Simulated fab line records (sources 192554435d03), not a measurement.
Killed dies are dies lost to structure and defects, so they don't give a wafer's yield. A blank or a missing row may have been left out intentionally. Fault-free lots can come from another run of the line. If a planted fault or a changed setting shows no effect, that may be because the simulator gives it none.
Chamber matching -- flow n5 finfet -- 4 sister chambers for N5_BEOL_M0_CUTY_ETCH_62 on rie diel-02
The step etches SiARC in CF4, time 58.5 s. 18 wafers are shown with their chamber, then 9 later ones without.

## WAFERS, EACH WITH ITS CHAMBER
wafer,chamber,drypump motor current A (A),showerhead plenum p Torr (Torr),throttle valve pct (%)
L076.2,1,4.7,2.16,15.76
L076.3,0,5.6,2.20,16.01
L076.5,1,4.7,2.16,15.76
L075.4,3,5.1,2.22,15.56
L075.5,1,4.7,2.16,15.78
L075.6,0,5.7,2.20,16.00
L078.1,3,5.1,2.22,15.58
L078.3,2,5.5,2.13,15.52
L078.4,1,4.7,2.16,15.77
L082.2,1,4.7,2.16,15.78
L082.4,0,5.6,2.20,16.02
L082.5,2,5.5,2.13,15.54
L091.1,2,5.5,2.12,15.57
L091.3,0,5.7,2.19,16.07
L091.6,2,5.5,2.12,15.56
L092.2,3,5.1,2.21,15.63
L092.5,2,5.5,2.12,15.58
L092.6,3,5.1,2.21,15.61

SIGNATURES, as means of the wafers listed above
reading,chamber 0,chamber 1,chamber 2,chamber 3,scatter within a chamber
drypump motor current A,5.650,4.700,5.500,5.100,0.0267
showerhead plenum p Torr,2.1975,2.1600,2.1240,2.2150,0.00459
throttle valve pct,16.0250,15.7700,15.5540,15.5950,0.0247
Rule: a wafer lies at a distance from a chamber equal to the root of the sum of squares, over the readings, of (its reading less the chamber's mean, divided by the reading's scatter). The wafer belongs to the nearest chamber; if the next one is less than 2 further off, it can't be placed. The scatter is the square root of a quotient: the sum, over the shown wafers, of each reading's squared deviation from its chamber's mean, divided by wafers minus chambers.

## WAFERS WHOSE CHAMBER IS MISSING
wafer,drypump motor current A (A),showerhead plenum p Torr (Torr),throttle valve pct (%)
L093.1,5.1,2.21,15.63
L093.3,4.6,2.15,15.82
L093.6,5.1,2.21,15.63
L097.1,5.1,2.21,15.65
L097.3,5.5,2.12,15.61
L097.6,4.6,2.15,15.84
L096.4,5.6,2.19,16.11
L096.5,5.1,2.21,15.67
L096.6,5.5,2.12,15.60

## EACH ONE'S CHAMBER
wafer,from the rows above,in truth
L093.1,3,3
L093.3,1,1
L093.6,3,3
L097.1,3,3
L097.3,2,2
L097.6,1,1
L096.4,0,0
L096.5,3,3
L096.6,2,2
9 of 9 placed correctly. Can't be placed from these rows: 0. Placed wrongly: 0.
